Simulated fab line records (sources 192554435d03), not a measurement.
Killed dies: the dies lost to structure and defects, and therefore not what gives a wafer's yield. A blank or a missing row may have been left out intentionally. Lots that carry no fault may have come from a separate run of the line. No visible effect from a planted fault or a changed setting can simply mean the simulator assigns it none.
Chamber matching    flow n5Finfet    rieSi-03 running N5_ZERO_LAYER_ETCH_18: 4 sister chambers
The step etches Si in HBr/Cl2, target depth 120 nm, time 40 s. 4 wafers are shown with their chamber, then 7 later ones without.

== EACH WAFER AND ITS CHAMBER ==
wafer   chamber  throttleValvePct (%)
L082.1  3        36.01
L084.5  1        36.37
L086.1  2        36.03
L086.4  0        36.08

== WAFERS WITH NO CHAMBER GIVEN ==
wafer   throttleValvePct (%)
L086.5  36.34
L087.3  36.08
L087.4  36.03
L087.6  36.02
L093.3  36.03
L093.4  36.01
L093.6  36.09

== EACH ONE'S CHAMBER ==
wafer   from the rows above      in truth
L086.5  1                        1
L087.3  0                        0
L087.4  can't be placed: 2 or 3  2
L087.6  can't be placed: 2 or 3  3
L093.3  can't be placed: 2 or 3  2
L093.4  can't be placed: 3 or 2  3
L093.6  0                        0
Correct placement for 3 of the 7. Unplaceable from these rows: 4, with the true chamber sitting among the candidates in 4. Number placed wrongly: 0.
How it was worked out, from the rows above alone: a wafer's distance from a chamber is the root of the sum, over the readings, of the square of ((its reading less the chamber's mean) divided by the reading's scatter). If the next closest chamber is less than 2 further off than the closest, the wafer can't be placed; otherwise it belongs to the closest. Each chamber's mean is taken over the wafers shown for it. The scatter: root of mean squared gap, hidden wafer to nearest shown wafer, with one shown wafer a chamber.
